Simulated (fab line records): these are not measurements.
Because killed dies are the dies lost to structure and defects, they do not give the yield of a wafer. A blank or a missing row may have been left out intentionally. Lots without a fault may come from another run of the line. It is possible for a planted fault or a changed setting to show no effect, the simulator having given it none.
fab line records	flow nand_harc	part 1 of 2: steps 1 to 41 of 42
[record] lots = 5	wafers = 14	last_day = 24
route steps=1159 shown A_ONON_D1@439 A_CHANNEL_HOLE_D1@450 END@1159
lots that met no fault: from a run of the same line without faults
start_h: hours from the record's opening day to when the first of the lot's shown wafers began	wait_h: hours from the lot's prior step to this one	" the same as in the row above	L1.1+2: several wafers, shown together as one row	- value missing, or start not given	* or withheld: withheld	< > ~ a bound
route shown NAME@n: a module of which the file shows steps, and the number in the route of the first	usual: average and standard deviation across the fault-free wafers	same: alike in all rows	chamber/n: place in a boat	sites: each site's reading	_std_site: the values' standard deviation	_edge_site: the outer-site mean with the inner-site mean subtracted	radius_mm: for every site, how far away it sits from the centre of the wafer	mask NAME#n: copy n	behind: the most recent tool/chamber to have shaped the wafer	hold: what put the lot on hold/how long, in hours/how the hold closed	device: which transistor (n, p or np) failed to switch	end of line: the tests these same wafers got at the end of their route	a step with no rows: only its recipe	killed: the dies lost at the first sort to structure and to defects; this is not the yield of the wafer	map: per-die view of a wafer (x killed, . not killed, _ where there is no die)
set.NAME: setting as actually run; set.NAME@STEP: the setting as run at that earlier step	model.NAME: the simulator's own value behind a step, which no gauge read
lots seen at some steps along the route; tables by step, rows by wafer
services: from which hour (start_h, from the record's first day; less than 0 if before it) a tool's chamber was out of use, for how many hours, and why
[[steps]]
[step NHARC_A_ONON_D1_THK_MEAS_21]
[recipe] thk_meas_gauge = ellipsometry
[usual] thk_nm = 1000/11
lot.wafer	tool	chamber	start_h	wait_h	thk_nm
L740.3	film_metro-02	-	167.50	-	1013
L740.4	"	-	"	"	1012
L740.5	"	-	"	"	1013
L748.1	film_metro-02	-	211.19	-	1008
L748.3	"	-	"	"	1008
L748.4	"	-	"	"	1009
L753.1	film_metro-02	-	245.92	-	999
L753.3	"	-	"	"	1001
L753.5	"	-	"	"	1001
L759.4	film_metro-02	-	287.13	-	993
L759.5	"	-	"	"	992
L762.3	film_metro-02	-	303.95	-	987
L762.4	"	-	"	"	989
L762.5	"	-	"	"	989
[step NHARC_A_ONON_D1_DEP_22]
[recipe] target_thk_a = 10000	n2_flow_sccm = 2750	n2o_flow_sccm = 2000	nh3_flow_sccm = 500	sih4_flow_sccm = 210	temp_c = 400
[step NHARC_A_ONON_D1_THK_MEAS_24]
[recipe] thk_meas_gauge = ellipsometry
[usual] thk_nm = 1000/8.3
lot.wafer	tool	chamber	start_h	wait_h	thk_nm
L740.3	film_metro-02	-	168.08	-	992
L740.4	"	-	"	"	992
L740.5	"	-	"	"	992
L748.1	film_metro-02	-	211.76	-	1007
L748.3	"	-	"	"	1007
L748.4	"	-	"	"	1006
L753.1	film_metro-01	-	246.49	-	1005
L753.3	"	-	"	"	1004
L753.5	"	-	"	"	1004
L759.4	film_metro-01	-	287.71	-	1000
L759.5	"	-	"	"	1000
L762.3	film_metro-02	-	304.51	-	1013
L762.4	"	-	"	"	1013
L762.5	"	-	"	"	1013
[step NHARC_A_ONON_D1_DEP_25]
[recipe] target_thk_a = 10000	n2_flow_sccm = 2750	n2o_flow_sccm = 2000	nh3_flow_sccm = 500	sih4_flow_sccm = 210	temp_c = 400
[step NHARC_A_ONON_D1_THK_MEAS_27]
[recipe] thk_meas_gauge = ellipsometry
[usual] thk_nm = 1000/10
lot.wafer	tool	chamber	start_h	wait_h	thk_nm
L740.3	film_metro-01	-	168.65	-	994
L740.4	"	-	"	"	991
L740.5	"	-	"	"	993
L748.1	film_metro-02	-	212.32	-	1002
L748.3	"	-	"	"	1003
L748.4	"	-	"	"	1001
L753.1	film_metro-02	-	247.05	-	974
L753.3	"	-	"	"	975
L753.5	"	-	"	"	973
L759.4	film_metro-02	-	288.27	-	1006
L759.5	"	-	"	"	1005
L762.3	film_metro-02	-	305.08	-	1002
L762.4	"	-	"	"	1002
L762.5	"	-	"	"	1002
[step NHARC_A_ONON_D1_DEP_28]
[recipe] target_thk_a = 10000	n2_flow_sccm = 2750	n2o_flow_sccm = 2000	nh3_flow_sccm = 500	sih4_flow_sccm = 210	temp_c = 400
[step NHARC_A_ONON_D1_THK_MEAS_30]
[recipe] thk_meas_gauge = ellipsometry
[usual] thk_nm = 999/9.2
lot.wafer	tool	chamber	start_h	wait_h	thk_nm
L740.3	film_metro-02	-	169.21	-	999
L740.4	"	-	"	"	999
L740.5	"	-	"	"	997
L748.1	film_metro-02	-	212.89	-	992
L748.3	"	-	"	"	995
L748.4	"	-	"	"	994
L753.1	film_metro-01	-	247.62	-	992
L753.3	"	-	"	"	991
L753.5	"	-	"	"	993
L759.4	film_metro-01	-	288.84	-	994
L759.5	"	-	"	"	996
L762.3	film_metro-02	-	305.65	-	1002
L762.4	"	-	"	"	1000
L762.5	"	-	"	"	999
[step NHARC_A_ONON_D1_DEP_33]
[recipe] target_thk_a = 2000	temp_c = 400	pressure_torr = 6.5	rf_w = 900	teos_flow_sccm = 161.4	flow_sccm = 2650	target_thk_nm = 200	gas = O2	material = SiO2
[usual] chamber_pressure_Torr = 6.500/0.012	heater_power_w = 546/79	throttle_valve_pct = 15.8/0.5
lot.wafer	tool	chamber	start_h	wait_h	chamber_pressure_Torr	heater_power_w	since_wet_clean_h	throttle_valve_pct
L740.3	pecvd-03	1	169.71	0.5	6.510	493	46	15.0
L740.4	"	2	"	"	6.481	606	-	15.1
L740.5	"	1	"	"	6.507	511	-	15.3
L748.1	pecvd-02	1	212.95	0.1	6.505	478	47	15.7
L748.3	"	2	"	"	6.496	589	47	16.6
L748.4	"	1	"	"	6.516	500	-	15.6
L753.1	pecvd-02	0	247.87	0.3	6.478	566	81	15.3
L753.3	"	1	"	"	6.503	615	82	15.5
L753.5	"	2	"	"	6.512	596	-	16.7
L759.5	pecvd-03	1	289.07	0.2	6.493	550	-	15.6
L759.4	"	2	"	"	6.504	535	-	15.2
L762.3	pecvd-02	0	305.70	0.1	6.497	635	139	15.3
L762.5	"	0	"	"	6.495	630	-	15.3
L762.4	"	1	"	"	6.490	589	-	15.6
[step NHARC_A_ONON_D1_THK_MEAS_34]
[recipe] thk_meas_gauge = ellipsometry
[usual] thk_nm = 200.5/2.8
lot.wafer	tool	chamber	start_h	wait_h	thk_nm
L740.3	film_metro-02	-	170.04	-	195.1
L740.4	"	-	"	"	201.5
L740.5	"	-	"	"	198.0
L748.1	film_metro-02	-	213.36	-	198.4
L748.3	"	-	"	"	197.6
L748.4	"	-	"	"	203.9
L753.1	film_metro-02	-	248.29	-	198.9
L753.3	"	-	"	"	196.4
L753.5	"	-	"	"	206.0
L759.4	film_metro-02	-	289.31	-	207.4
L759.5	"	-	"	"	205.0
L762.3	film_metro-02	-	306.12	-	202.3
L762.4	"	-	"	"	201.9
L762.5	"	-	"	"	205.1
[step NHARC_A_ONON_D1_INSPECT_32]
[usual] raw_defect_count = 86/29
lot.wafer	tool	chamber	start_h	wait_h	raw_defect_count
L740.3	defect_inspect-02	-	170.10	0.0	74
L740.4	"	-	"	"	48
L740.5	"	-	"	"	67
L748.1	defect_inspect-02	-	213.44	0.0	43
L748.3	"	-	"	"	53
L748.4	"	-	"	"	58
L753.1	defect_inspect-01	-	248.37	0.0	79
L753.3	"	-	"	"	59
L753.5	"	-	"	"	89
L759.4	defect_inspect-02	-	289.38	0.1	48
L759.5	"	-	"	"	60
L762.3	defect_inspect-01	-	306.18	0.0	105
L762.4	"	-	"	"	116
L762.5	"	-	"	"	115
[step NHARC_A_CHANNEL_HOLE_D1_DEP_00]
[recipe] target_thk_a = 31000	temp_c = 400	material = aC
[usual] throttle_valve_pct = 34.999/0.009
lot.wafer	tool	chamber	start_h	wait_h	throttle_valve_pct
L740.3	acl_dep-01	0	172.24	2.1	34.989
L740.4	"	0	"	"	34.996
L740.5	"	0	"	"	34.974
L748.1	acl_dep-02	0	214.93	1.5	34.992
L748.3	"	0	"	"	34.980
L748.4	"	0	"	"	34.999
L753.1	acl_dep-02	0	250.51	2.1	34.982
L753.3	"	0	"	"	34.998
L753.5	"	0	"	"	34.997
L759.4	acl_dep-03	0	291.22	1.8	35.005
L759.5	"	0	"	"	34.996
L762.3	acl_dep-03	0	307.61	1.4	35.003
L762.4	"	0	"	"	34.988
L762.5	"	0	"	"	35.015
[step NHARC_A_CHANNEL_HOLE_D1_DEP_01]
[recipe] target_thk_a = 1400	target_thk_nm = 140	temp_c = 400	pressure_torr = 3.5	flow_sccm = 200	rf_w = 350	material = SiON
[usual] chamber_pressure_Torr = 3.499/0.0079	heater_power_w = 728/74
lot.wafer	tool	chamber	start_h	wait_h	chamber_pressure_Torr	heater_power_w	since_wet_clean_h
L740.3	pecvd-01	1	173.59	1.0	3.497	788	104
L740.5	"	0	"	"	3.504	683	-
L740.4	"	1	"	"	3.494	767	-
L748.3	pecvd-03	0	216.84	1.0	3.495	629	93
L748.1	"	1	"	"	3.498	738	93
L748.4	"	0	"	"	3.503	640	-
L753.1	pecvd-03	1	252.44	1.6	3.497	718	128
L753.3	"	2	"	"	3.494	756	128
L753.5	"	0	"	"	3.500	636	-
L759.4	pecvd-03	2	292.27	0.7	3.493	719	-
L759.5	"	0	"	"	3.510	685	-
L762.3	pecvd-04	2	308.89	1.0	3.511	733	101
L762.5	"	2	"	"	3.508	751	-
L762.4	"	1	"	"	3.511	842	-
[step NHARC_A_CHANNEL_HOLE_D1_DEHYDRATE_02]
[recipe] temp_c = 150	time_s = 120
[step NHARC_A_CHANNEL_HOLE_D1_HMDS_03]
[recipe] time_s = 30
[step NHARC_A_CHANNEL_HOLE_D1_COAT_36]
[recipe] temp_c = 260	time_s = 75
[step NHARC_A_CHANNEL_HOLE_D1_COAT_37]
[recipe] temp_c = 225	time_s = 65
[step NHARC_A_CHANNEL_HOLE_D1_COAT_04]
[recipe] spin_rpm = 1500	resist_thk_nm = 90
[step NHARC_A_CHANNEL_HOLE_D1_SOFTBAKE_05]
[recipe] temp_c = 105	time_s = 55
[step NHARC_A_CHANNEL_HOLE_D1_EBR_06]
[step NHARC_A_CHANNEL_HOLE_D1_EXPOSE_07]
[recipe] na = 1.35	target_cd_nm = 100	sigma_outer = 0.3	dose_mj = 59.65	mask_id = HOLE_D1
[step NHARC_A_CHANNEL_HOLE_D1_PEB_08]
[recipe] peb_temp_c = 100	peb_time_s = 65
[step NHARC_A_CHANNEL_HOLE_D1_DEVELOP_09]
[recipe] develop_time_s = 35	dev_temp_c = 23
[step NHARC_A_CHANNEL_HOLE_D1_CD_MEAS_10]
[recipe] target_cd_nm = 100	landing_energy_ev = 500
[usual] cd_nm = 99.8/0.45
lot.wafer	tool	chamber	start_h	wait_h	cd_nm
L740.3	cd_sem-03	0	174.29	-	99.0
L740.4	"	0	"	"	98.7
L740.5	"	0	"	"	99.3
L748.1	cd_sem-03	0	217.43	-	99.4
L748.3	"	0	"	"	99.5
L748.4	"	0	"	"	99.8
L753.1	cd_sem-02	0	253.13	-	100.0
L753.3	"	0	"	"	100.1
L753.5	"	0	"	"	100.1
L759.4	cd_sem-01	0	292.97	-	100.4
L759.5	"	0	"	"	99.9
L762.3	cd_sem-02	0	309.63	-	100.6
L762.4	"	0	"	"	100.0
L762.5	"	0	"	"	99.7
[step NHARC_A_CHANNEL_HOLE_D1_OVL_MEAS_11]
[usual] overlay_x_nm = 0.5/0.72	overlay_y_nm = -0.2/0.75
lot.wafer	tool	chamber	start_h	wait_h	overlay_x_nm	overlay_y_nm
L740.3	overlay-01	-	174.37	-	-0.5	-1.3
L740.4	"	-	"	"	-0.6	-0.7
L740.5	"	-	"	"	-0.8	-0.6
L748.1	overlay-01	-	217.52	-	0.3	-0.3
L748.3	"	-	"	"	0.3	-0.4
L748.4	"	-	"	"	0.2	-0.6
L753.1	overlay-02	-	253.22	-	-0.4	0.2
L753.3	"	-	"	"	-0.3	0.5
L753.5	"	-	"	"	0.0	0.3
L759.4	overlay-01	-	293.05	-	-0.7	0.3
L759.5	"	-	"	"	0.0	-0.1
L762.3	overlay-02	-	309.71	-	-0.2	-0.3
L762.4	"	-	"	"	0.3	-0.4
L762.5	"	-	"	"	0.1	-0.9
[step NHARC_A_CHANNEL_HOLE_D1_INSPECT_12]
[usual] raw_defect_count = 6/3.1
lot.wafer	tool	chamber	start_h	wait_h	raw_defect_count
L740.3	defect_inspect-02	-	174.41	0.0	6
L740.4	"	-	"	"	6
L740.5	"	-	"	"	7
L748.1	defect_inspect-02	-	217.56	0.0	4
L748.3	"	-	"	"	6
L748.4	"	-	"	"	5
L753.1	defect_inspect-02	-	253.25	0.0	5
L753.3	"	-	"	"	5
L753.5	"	-	"	"	8
L759.4	defect_inspect-02	-	293.09	0.0	9
L759.5	"	-	"	"	6
L762.3	defect_inspect-01	-	309.75	0.0	6
L762.4	"	-	"	"	8
L762.5	"	-	"	"	9
[step NHARC_A_CHANNEL_HOLE_D1_DESCUM_15]
[recipe] time_s = 3	o2_flow_sccm = 200	ar_flow_sccm = 0	bias_power_w = 0	chemistry = O2
[step NHARC_A_CHANNEL_HOLE_D1_ETCH_38]
[recipe] target_depth_a = 390	over_etch_frac = 0.3	time_s = 65	ion_energy_ev = 80	cf4_flow_sccm = 150	ar_flow_sccm = 0	rf_w = 300	bias_w = 100	chemistry = CF4
[step NHARC_A_CHANNEL_HOLE_D1_ETCH_39]
[recipe] target_depth_a = 2600	over_etch_frac = 0.3	time_s = 325	ion_energy_ev = 200	n2_flow_sccm = 150	h2_flow_sccm = 150	ar_flow_sccm = 0	rf_w = 400	bias_w = 150	chemistry = N2/H2
[step NHARC_A_CHANNEL_HOLE_D1_ETCH_34]
[recipe] target_depth_a = 1540	time_s = 77	cf4_flow_sccm = 100	chf3_flow_sccm = 30	ar_flow_sccm = 0	rf_w = 500	bias_w = 200	chemistry = CF4/CHF3
[step NHARC_A_CHANNEL_HOLE_D1_ETCH_16]
[recipe] target_depth_a = 31000	over_etch_frac = 0.3	time_s = 806	ion_energy_ev = 150	o2_flow_sccm = 400	cos_flow_sccm = 20	ar_flow_sccm = 0	rf_w = 500	bias_w = 300	chemistry = O2/COS
[step NHARC_A_CHANNEL_HOLE_D1_CD_MEAS_18]
[usual] cd_nm = 98.9/2.1
lot.wafer	tool	chamber	start_h	wait_h	cd_nm
L740.3	cd_sem-03	-	175.58	-	96.9
L740.4	"	-	"	"	96.4
L740.5	"	-	"	"	96.1
L748.1	cd_sem-01	-	218.73	-	94.4
L748.3	"	-	"	"	99.0
L748.4	"	-	"	"	101.5
L753.1	cd_sem-02	-	254.42	-	98.0
L753.3	"	-	"	"	98.9
L753.5	"	-	"	"	99.5
L759.4	cd_sem-03	-	294.27	-	101.5
L759.5	"	-	"	"	98.6
L762.3	cd_sem-01	-	310.93	-	100.7
L762.4	"	-	"	"	99.4
L762.5	"	-	"	"	99.8
[step NHARC_A_CHANNEL_HOLE_D1_ETCH_19]
[recipe] bias_v = 1200	source_w = 2500	pressure_mtorr = 15	time_s = 34.5	ar_flow_sccm = 375	c4f8_flow_sccm = 28.8	o2_flow_sccm = 96.2	temp_c = -20	target_depth_a = *	chemistry = C4F8/O2/Ar
[step NHARC_A_CHANNEL_HOLE_D1_ETCH_20]
[recipe] bias_v = 3000	source_w = withheld	pressure_mtorr = 20	time_s = 361.9	ar_flow_sccm = 375	c4f8_flow_sccm = 89.3	o2_flow_sccm = 35.7	temp_c = -20	target_depth_a = 16000	chemistry = C4F8/O2/Ar
[usual] drypump_motor_current_A = 5.7/0.31	esc_clamp_current_uA = 0.0209/0.00046	o2_flow_sccm = 35.70/0.11	showerhead_plenum_p_Torr = 3.75/0.054	throttle_valve_pct = 32.156/0.0086
lot.wafer	tool	chamber	start_h	wait_h	drypump_motor_current_A	esc_clamp_current_uA	o2_flow_sccm	rf_hours_counter_h	showerhead_plenum_p_Torr	throttle_valve_pct
L740.4	har_etch-02	1	175.86	0.2	5.8	0.0206	35.70	-	3.72	32.148
L740.3	"	0	"	"	5.5	0.0214	35.64	-	3.72	32.165
L740.5	"	1	"	"	5.8	0.0207	35.72	-	3.72	32.151
L748.1	har_etch-01	1	218.91	0.1	5.2	0.0203	35.57	211	3.81	32.163
L748.3	"	1	"	"	5.2	0.0203	35.71	-	3.81	32.159
L748.4	"	0	"	"	6.1	0.0214	35.63	-	3.81	32.148
L753.1	har_etch-02	1	258.10	0.1	5.8	0.0206	35.63	142	3.70	32.157
L753.3	"	0	"	"	5.5	0.0214	35.74	-	3.70	32.149
L753.5	"	1	"	"	5.8	0.0206	35.73	-	3.70	32.145
L759.4	har_etch-01	0	294.56	0.2	6.1	0.0214	35.65	-	3.79	32.155
L759.5	"	1	"	"	5.2	0.0203	35.69	-	3.79	32.160
L762.3	har_etch-02	1	311.21	0.2	5.8	0.0206	35.65	-	3.69	32.147
L762.4	"	0	"	"	5.5	0.0214	35.72	-	3.69	32.164
L762.5	"	1	"	"	5.8	0.0207	35.76	-	3.69	32.164
[step NHARC_A_CHANNEL_HOLE_D1_ETCH_21]
[recipe] bias_v = 3000	source_w = withheld	pressure_mtorr = 20	time_s = 514.3	ar_flow_sccm = 375	c4f8_flow_sccm = 89.3	o2_flow_sccm = 35.7	temp_c = -20	target_depth_a = 16000	chemistry = C4F8/O2/Ar
[usual] drypump_motor_current_A = 5.7/0.31	esc_clamp_current_uA = 0.0209/0.00045	o2_flow_sccm = 35.69/0.1	showerhead_plenum_p_Torr = 3.75/0.054	throttle_valve_pct = 32.154/0.0097
lot.wafer	tool	chamber	start_h	wait_h	drypump_motor_current_A	esc_clamp_current_uA	o2_flow_sccm	rf_hours_counter_h	showerhead_plenum_p_Torr	throttle_valve_pct
L740.4	har_etch-02	1	176.21	0.3	5.8	0.0206	35.76	-	3.72	32.160
L740.3	"	0	"	"	5.5	0.0213	36.01	-	3.72	32.158
L740.5	"	1	"	"	5.8	0.0206	35.76	-	3.72	32.170
L748.1	har_etch-01	1	219.24	0.3	5.2	0.0203	35.77	212	3.81	32.158
L748.3	"	1	"	"	5.2	0.0204	35.55	-	3.81	32.156
L748.4	"	0	"	"	6.1	0.0213	35.69	-	3.81	32.160
L753.1	har_etch-02	1	258.43	0.3	5.8	0.0206	35.55	142	3.70	32.146
L753.3	"	0	"	"	5.5	0.0214	35.68	-	3.70	32.155
L753.5	"	1	"	"	5.8	0.0207	35.59	-	3.70	32.128
L759.4	har_etch-01	0	294.91	0.3	6.1	0.0214	35.78	-	3.79	32.146
L759.5	"	1	"	"	5.2	0.0203	35.72	-	3.79	32.162
L762.3	har_etch-02	1	311.57	0.3	5.8	0.0206	35.75	-	3.69	32.161
L762.4	"	0	"	"	5.5	0.0214	35.66	-	3.69	32.152
L762.5	"	1	"	"	5.8	0.0207	35.86	-	3.69	32.157
[step NHARC_A_CHANNEL_HOLE_D1_ETCH_22]
[recipe] bias_v = 3000	source_w = withheld	pressure_mtorr = 20	time_s = 666.7	ar_flow_sccm = 375	c4f8_flow_sccm = 89.3	o2_flow_sccm = 35.7	temp_c = -20	target_depth_a = 16000	chemistry = C4F8/O2/Ar
[step NHARC_A_CHANNEL_HOLE_D1_ETCH_23]
[recipe] bias_v = 5000	source_w = withheld	pressure_mtorr = 20	time_s = 819	ar_flow_sccm = 375	c4f8_flow_sccm = 89.3	o2_flow_sccm = 35.7	temp_c = -20	target_depth_a = 16000	chemistry = C4F8/O2/Ar
[step NHARC_A_CHANNEL_HOLE_D1_ETCH_24]
[recipe] bias_v = 5000	source_w = withheld	pressure_mtorr = 20	time_s = 906.2	ar_flow_sccm = 375	c4f8_flow_sccm = 93.8	o2_flow_sccm = 31.2	temp_c = -20	target_depth_a = 15000	chemistry = C4F8/O2/Ar
[step NHARC_A_CHANNEL_HOLE_D1_ETCH_25]
[recipe] bias_v = 5000	source_w = withheld	pressure_mtorr = 20	time_s = 1040.2	ar_flow_sccm = 375	c4f8_flow_sccm = 93.8	o2_flow_sccm = 31.2	temp_c = -20	target_depth_a = 15000	chemistry = C4F8/O2/Ar
[usual] drypump_motor_current_A = 5.7/0.31	esc_clamp_current_uA = 0.0209/0.00046	o2_flow_sccm = 31.21/0.091	showerhead_plenum_p_Torr = 3.75/0.054	throttle_valve_pct = 32.235/0.0096
lot.wafer	tool	chamber	start_h	wait_h	drypump_motor_current_A	esc_clamp_current_uA	o2_flow_sccm	rf_hours_counter_h	showerhead_plenum_p_Torr	throttle_valve_pct
L740.4	har_etch-02	1	178.84	0.7	5.8	0.0206	31.14	-	3.71	32.244
L740.3	"	0	"	"	5.5	0.0215	31.15	-	3.72	32.238
L740.5	"	1	"	"	5.8	0.0206	31.24	-	3.71	32.230
L748.1	har_etch-01	1	221.72	0.6	5.2	0.0203	31.21	214	3.81	32.229
L748.3	"	1	"	"	5.2	0.0203	31.16	-	3.81	32.234
L748.4	"	0	"	"	6.1	0.0213	31.26	-	3.81	32.240
L753.1	har_etch-02	1	260.97	0.7	5.8	0.0207	31.22	144	3.69	32.244
L753.3	"	0	"	"	5.5	0.0214	31.14	-	3.70	32.228
L753.5	"	1	"	"	5.8	0.0207	31.42	-	3.69	32.231
L759.4	har_etch-01	0	297.49	0.7	6.1	0.0214	31.19	-	3.79	32.238
L759.5	"	1	"	"	5.3	0.0203	31.11	-	3.79	32.237
L762.3	har_etch-02	1	314.20	0.7	5.8	0.0207	31.30	-	3.68	32.231
L762.4	"	0	"	"	5.5	0.0215	31.40	-	3.69	32.240
L762.5	"	1	"	"	5.8	0.0206	31.43	-	3.68	32.224
[step NHARC_A_CHANNEL_HOLE_D1_ETCH_26]
[recipe] bias_v = 300	source_w = 2000	pressure_mtorr = 30	time_s = 224.1	ar_flow_sccm = 375	c4f8_flow_sccm = 11.4	o2_flow_sccm = 113.6	temp_c = -20	target_depth_a = 3000	chemistry = C4F8/O2/Ar
[step NHARC_A_CHANNEL_HOLE_D1_ETCH_33]
[recipe] bias_v = 400	source_w = 2000	pressure_mtorr = 25	time_s = 90	ar_flow_sccm = 375	c4f8_flow_sccm = 41.7	o2_flow_sccm = 83.3	temp_c = -20	target_depth_a = 4000	chemistry = C4F8/O2/Ar
[step NHARC_A_CHANNEL_HOLE_D1_STRIP_41]
[recipe] n2_flow_sccm = 150	h2_flow_sccm = 150	ar_flow_sccm = 0	bias_w = 0	chemistry = N2/H2
